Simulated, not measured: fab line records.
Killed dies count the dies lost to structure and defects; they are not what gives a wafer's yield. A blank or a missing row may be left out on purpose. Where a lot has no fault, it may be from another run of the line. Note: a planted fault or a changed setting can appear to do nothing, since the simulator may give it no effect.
The tool behind it: which one? | flow nand_harc | 36 wafers from 12 lots sampled at 4 of the route's 1302 steps

## WHAT THE GAUGES SHOWED, per wafer
No reading from a measuring or inspecting step in the record can be judged against a usual standard deviation.

## TOOL THAT RAN EACH LOT (tool first, then ch and the chambers of the sampled wafers, then the start)
lot  | NHARC_P_ZERO_WELL_DESCUM_13        | NHARC_P_ZERO_WELL_DESCUM_54        | NHARC_P_STI_HM_DEP_30       | NHARC_P_GATE_DEP_103
L518 | rie_diel-01 ch 1,2,3, day 1 21:25  | rie_diel-01 ch 0,1,2, day 2 02:03  | lpcvd-02 ch 1, day 2 16:52  | pecvd-01 ch 1,2, day 5 05:12
L519 | rie_diel-04 ch 0,2,3, day 2 07:26  | rie_diel-04 ch 0,1,3, day 2 15:02  | lpcvd-02 ch 1, day 3 03:40  | pecvd-04 ch 0,1,2, day 5 11:44
L520 | rie_diel-06 ch 0,3, day 2 17:25    | rie_diel-06 ch 1,2, day 2 21:57    | lpcvd-01 ch 0, day 3 10:03  | pecvd-01 ch 0,2, day 5 14:32
L524 | rie_diel-04 ch 0,1,3, day 4 09:25  | rie_diel-06 ch 1,2,3, day 4 13:48  | lpcvd-01 ch 1, day 5 05:59  | pecvd-03 ch 0,1, day 7 11:12
L525 | rie_diel-06 ch 1,3, day 4 19:24    | rie_diel-06 ch 0,2, day 5 03:58    | lpcvd-01 ch 1, day 5 17:10  | pecvd-01 ch 1,2, day 8 02:45
L526 | rie_diel-04 ch 0,3, day 5 05:25    | rie_diel-01 ch 0,1,3, day 5 09:56  | lpcvd-01 ch 0, day 5 22:47  | pecvd-03 ch 0,1,2, day 8 02:53
L528 | rie_diel-01 ch 0,1,2, day 6 01:24  | rie_diel-01 ch 2,3, day 6 06:02    | lpcvd-02 ch 0, day 6 19:25  | pecvd-04 ch 0,1, day 9 04:47
L533 | rie_diel-01 ch 0,2,3, day 8 03:25  | rie_diel-01 ch 0,1,2, day 8 07:58  | lpcvd-01 ch 0, day 8 20:52  | pecvd-04 ch 0,1,2, day 11 03:29
L537 | rie_diel-06 ch 0,1,2, day 9 19:26  | rie_diel-04 ch 0,2,3, day 10 00:04 | lpcvd-01 ch 0, day 10 15:27 | pecvd-04 ch 0,1,2, day 13 05:46
L538 | rie_diel-04 ch 1,2,3, day 10 05:26 | rie_diel-04 ch 0,2,3, day 10 11:39 | lpcvd-02 ch 1, day 11 03:10 | pecvd-03 ch 0,1,2, day 13 13:24
L540 | rie_diel-04 ch 0,2, day 11 01:20   | rie_diel-04 ch 0,2,3, day 11 05:57 | lpcvd-02 ch 0, day 11 18:16 | pecvd-04 ch 0,1, day 14 03:22
L541 | rie_diel-01 ch 0,3, day 11 11:35   | rie_diel-01 ch 1,2,3, day 11 16:17 | lpcvd-02 ch 0, day 12 05:23 | pecvd-03 ch 0,1,2, day 14 13:20
- NHARC_P_ZERO_WELL_DESCUM_13: chemistry O2, time 3 s.
- NHARC_P_ZERO_WELL_DESCUM_54: chemistry O2, time 3 s.
- NHARC_P_STI_HM_DEP_30: deposits Si3N4, target thk 80 nm, time 873 s.
- NHARC_P_GATE_DEP_103: deposits SiON, target thk 30 nm.

## AS READ BY THE TOOLS THEMSELVES (means over the sampled wafers that have a number; for cases with no such wafer, the mark the record gives instead)
NHARC_P_ZERO_WELL_DESCUM_13. Usual: drypump_motor_current_A 6.1 A, standard deviation 0.37; oes_product_au 1.001 a.u., standard deviation 0.0074; rf_vpp_V 57.5 V, standard deviation 0.84; showerhead_plenum_p_Torr 1.88 Torr, standard deviation 0.092; throttle_valve_pct 11.311 %, standard deviation 0.0082.
lot  | tool        | drypump_motor_current_A (A) | oes_product_au (a.u.) | rf_vpp_V (V) | showerhead_plenum_p_Torr (Torr) | throttle_valve_pct (%) | flag
L518 | rie_diel-01 | 5.8                         | 1.000                 | 57.9         | 1.83                            | 11.317                 |
L519 | rie_diel-04 | 6.0                         | 1.002                 | 57.5         | 1.88                            | 11.300                 |
L520 | rie_diel-06 | 6.3                         | 0.997                 | 58.7         | 2.02                            | 11.305                 |
L524 | rie_diel-04 | 6.0                         | 0.998                 | 57.0         | 1.84                            | 11.322                 |
L525 | rie_diel-06 | 6.4                         | 1.002                 | 57.3         | 1.88                            | 11.318                 |
L526 | rie_diel-04 | 5.9                         | 1.002                 | 56.7         | 1.83                            | 11.311                 |
L528 | rie_diel-01 | 5.7                         | 1.001                 | 57.8         | 1.86                            | 11.306                 |
L533 | rie_diel-01 | 5.9                         | 1.018                 | 57.5         | 1.81                            | 11.313                 |
L537 | rie_diel-06 | 6.3                         | 0.992                 | 57.4         | 1.89                            | 11.313                 |
L538 | rie_diel-04 | 6.0                         | 1.001                 | 56.5         | 1.87                            | 11.315                 |
L540 | rie_diel-04 | 6.3                         | 0.998                 | 58.0         | 1.93                            | 11.310                 |
L541 | rie_diel-01 | 5.7                         | 1.002                 | 57.2         | 1.93                            | 11.302                 |

NHARC_P_ZERO_WELL_DESCUM_54. Usual: drypump_motor_current_A 6.0 A, standard deviation 0.38; oes_product_au 1.002 a.u., standard deviation 0.0073; rf_vpp_V 57.6 V, standard deviation 0.82; showerhead_plenum_p_Torr 1.87 Torr, standard deviation 0.086; throttle_valve_pct 11.311 %, standard deviation 0.0095.
lot  | tool        | drypump_motor_current_A (A) | oes_product_au (a.u.) | rf_vpp_V (V) | showerhead_plenum_p_Torr (Torr) | throttle_valve_pct (%) | flag
L518 | rie_diel-01 | 5.7                         | 0.998                 | 57.0         | 1.86                            | 11.315                 |
L519 | rie_diel-04 | 6.0                         | 0.988                 | 57.8         | 1.84                            | 11.308                 |
L520 | rie_diel-06 | 6.4                         | 1.008                 | 57.5         | 1.92                            | 11.299                 |
L524 | rie_diel-06 | 6.5                         | 0.999                 | 57.4         | 1.95                            | 11.319                 |
L525 | rie_diel-06 | 6.3                         | 0.999                 | 57.8         | 1.96                            | 11.312                 |
L526 | rie_diel-01 | 5.7                         | 1.000                 | 57.0         | 1.85                            | 11.306                 |
L528 | rie_diel-01 | 6.0                         | 1.013                 | 57.0         | 1.78                            | 11.313                 |
L533 | rie_diel-01 | 5.7                         | 1.002                 | 57.2         | 1.85                            | 11.310                 |
L537 | rie_diel-04 | 6.0                         | 0.993                 | 57.2         | 1.86                            | 11.317                 |
L538 | rie_diel-04 | 6.0                         | 0.997                 | 57.2         | 1.86                            | 11.321                 |
L540 | rie_diel-04 | 6.0                         | 0.999                 | 58.4         | 1.86                            | 11.314                 |
L541 | rie_diel-01 | 5.8                         | 1.001                 | 57.5         | 1.91                            | 11.319                 |

NHARC_P_STI_HM_DEP_30. Usual: zone_power_lower_pct 14.3 %, standard deviation 2.3; zone_power_upper_pct 14.2 %, standard deviation 0.38.
lot  | tool     | zone_power_lower_pct (%) | zone_power_upper_pct (%) | flag
L518 | lpcvd-02 | 17.5                     | 14.0                     |
L519 | lpcvd-02 | 17.6                     | 14.1                     |
L520 | lpcvd-01 | 13.2                     | 13.7                     |
L524 | lpcvd-01 | 13.7                     | 14.7                     |
L525 | lpcvd-01 | 13.8                     | 14.6                     |
L526 | lpcvd-01 | 13.2                     | 13.7                     |
L528 | lpcvd-02 | 11.8                     | 14.5                     |
L533 | lpcvd-01 | 13.1                     | 13.8                     |
L537 | lpcvd-01 | 13.2                     | 13.7                     |
L538 | lpcvd-02 | 17.6                     | 14.1                     |
L540 | lpcvd-02 | 11.8                     | 14.5                     |
L541 | lpcvd-02 | 11.7                     | 14.5                     |

NHARC_P_GATE_DEP_103. Usual: heater_power_w 784 W, standard deviation 79; rf_fwd_power_W 348.3 W, standard deviation 1.1.
lot  | tool     | heater_power_w (W) | rf_fwd_power_W (W) | flag
L518 | pecvd-01 | 884                | 347.5              |
L519 | pecvd-04 | 707                | 349.2              |
L520 | pecvd-01 | 816                | 346.8              |
L524 | pecvd-03 | 712                | 348.8              |
L525 | pecvd-01 | 865                | 348.6              |
L526 | pecvd-03 | 766                | 348.8              |
L528 | pecvd-04 | 718                | 348.2              |
L533 | pecvd-04 | 795                | 348.5              |
L537 | pecvd-04 | 852                | 349.1              |
L538 | pecvd-03 | 786                | 348.0              |
L540 | pecvd-04 | 717                | 348.5              |
L541 | pecvd-03 | 792                | 348.0              |

## THE ANSWER, worked out from the rows above alone
Rule: a lot is off if the mean of its wafers that have a number lies more than 3 standard deviations from the usual mean. Also off: a lot with no number at a reading for which 4 or more lots have one. Where the step has rows for the other lots, those lots are counted as sound. The gauges are gone through in route order, then the tools' own readings, and for those a lot's mean is taken as printed above. At the first step where some lot is off, the reading lying furthest off is the one used; lots without a number count as furthest.
None of the lots is off at any reading shown; this tells nothing.

## WHAT THE SIMULATOR HAD PUT IN
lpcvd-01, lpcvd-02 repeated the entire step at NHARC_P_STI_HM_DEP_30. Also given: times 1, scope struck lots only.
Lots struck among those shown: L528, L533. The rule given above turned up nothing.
